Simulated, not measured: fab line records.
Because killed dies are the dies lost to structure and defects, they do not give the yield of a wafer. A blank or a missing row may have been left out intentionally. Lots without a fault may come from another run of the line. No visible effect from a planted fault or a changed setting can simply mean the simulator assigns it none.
Which tool did it?	flow n5 finfet	39 wafers from 13 lots sampled at 3 of the route's 1938 steps

WHAT THE GAUGES SHOWED, per wafer
Not one reading of a measure or inspect step in the record can be checked against a usual standard deviation.

EACH LOT AND THE TOOL THAT RAN IT (in order: tool; ch and the chambers of the sampled wafers; start)
lot	N5_BEOL_M5_ECD_50	N5_PASSIVATION_PASS_ETCH_47	N5_PASSIVATION_PROBE_49
L266	ecd cu-02 ch 0,1, day 8 14:31	rie diel-02 ch 2,3, day 12 08:10	-
L267	ecd cu-01 ch 0,1, day 8 20:49	rie diel-05 ch 0,2, day 13 01:41	-
L268	ecd cu-02 ch 0,1, day 9 03:36	rie diel-05 ch 0,2,3, day 13 03:08	-
L271	ecd cu-02 ch 0,1, day 9 11:32	rie diel-02 ch 0,1, day 13 06:50	-
L269	ecd cu-02 ch 0,1, day 9 16:07	rie diel-05 ch 1,2, day 13 11:08	-
L270	ecd cu-02 ch 0, day 9 17:59	rie diel-06 ch 0,2, day 13 14:26	-
L275	ecd cu-01 ch 0,1, day 11 05:25	rie diel-06 ch 0,2,3, day 14 21:17	-
L280	ecd cu-02 ch 0,1, day 12 00:16	rie diel-05 ch 0,1,3, day 15 18:29	prober-01, day 15 21:29
L282	ecd cu-01 ch 0,1, day 12 15:17	rie diel-06 ch 0,1, day 16 10:22	-
L281	ecd cu-02 ch 0,1, day 12 22:24	rie diel-06 ch 1,2,3, day 16 14:59	prober-01, day 16 18:03
L285	ecd cu-01 ch 1, day 13 11:56	rie diel-05 ch 2,3, day 17 03:57	-
L287	ecd cu-01 ch 0,1, day 14 03:14	rie diel-06 ch 0,1,3, day 18 05:50	-
L288	ecd cu-01 ch 0,1, day 14 06:25	rie diel-02 ch 1,2, day 18 04:48	-
- N5_BEOL_M5_ECD_50: material Cu, target thk 300 nm.
- N5_PASSIVATION_PASS_ETCH_47: etches SiNx in CF4/O2, target depth 770 nm, time 385 s.
- N5_PASSIVATION_PROBE_49

AS READ BY THE TOOLS THEMSELVES (means over the sampled wafers that have a number; for cases with no such wafer, the mark the record gives instead)
N5_PASSIVATION_PASS_ETCH_47.
lot	tool	chamber pressure mTorr (mTorr)	drypump motor current A (A)	oes_o_777_au (a.u.)	oes product au (a.u.)	rf vpp V (V)	showerhead plenum p Torr (Torr)	throttle valve pct (%)
L266	rie diel-02	40.02	5.8	0.86	0.86	243.5	2.19	15.65
L267	rie diel-05	40.01	5.7	0.83	0.84	241.8	2.27	15.67
L268	rie diel-05	40.02	5.4	0.78	0.78	242.5	2.25	15.77
L271	rie diel-02	39.99	6.5	0.75	0.73	243.4	2.22	15.74
L269	rie diel-05	40.02	5.4	0.80	0.82	244.7	2.29	15.89
L270	rie diel-06	39.97	5.6	0.85	0.84	238.7	2.14	15.97
L275	rie diel-06	40.05	5.6	0.80	0.79	240.7	2.19	15.97
L280	rie diel-05	40.01	5.3	0.84	0.86	243.0	2.20	15.80
L282	rie diel-06	39.99	5.8	0.86	0.85	238.8	2.21	15.95
L281	rie diel-06	40.00	5.6	0.87	0.87	245.4	2.32	15.91
L285	rie diel-05	40.00	5.3	0.83	0.84	242.2	2.30	15.76
L287	rie diel-06	39.96	5.8	0.81	0.81	241.4	2.25	15.97
L288	rie diel-02	39.98	6.3	0.80	0.80	242.7	2.28	15.68

N5_PASSIVATION_PROBE_49.
lot	tool	defect limited yield (%)	killed_at_M0_to_M3	killed_at_M4_up	killed at contacts	killed at front end	killed at other	killed dies	killed on rim	killed open	killed short	sort_bin_5_function (%)	sort_bin_6_memory (%)	sort n pass	sort yield pct (%)
L280	prober-01	34.6	21	713	10	24	3	771	97	41	28	42.4	17.1	409	34.6
L281	prober-01	35.2	19	705	10	26	4	764	95	41	25	43.6	17.1	416	35.2

THE ANSWER, worked out from the rows above alone
Rule: what is usual is taken from the lots themselves. The widest of any qualifying gaps counts: lots, ordered by their means at a reading, are off when they make up no more than a third of the lots, leave a main group of 4 or more, and stand apart from it by 3 or more times the standard deviation of that group's means. The tables above print the reading to a certain number of digits; a main group whose means all agree to those digits is not used. A lot without any number at a reading at which 4 lots or more have one is off too. All remaining lots with rows at the step are treated as sound. Order of review: gauges by route order, followed by the tools' own readings, for which a lot's mean as printed above is used. The first step at which some lot is off is used, and at that step the reading that is off furthest; a lot without a number counts as furthest.
No lot is off on any of the readings shown, so nothing can be concluded from this.

WHAT HAD BEEN PUT IN BY THE SIMULATOR
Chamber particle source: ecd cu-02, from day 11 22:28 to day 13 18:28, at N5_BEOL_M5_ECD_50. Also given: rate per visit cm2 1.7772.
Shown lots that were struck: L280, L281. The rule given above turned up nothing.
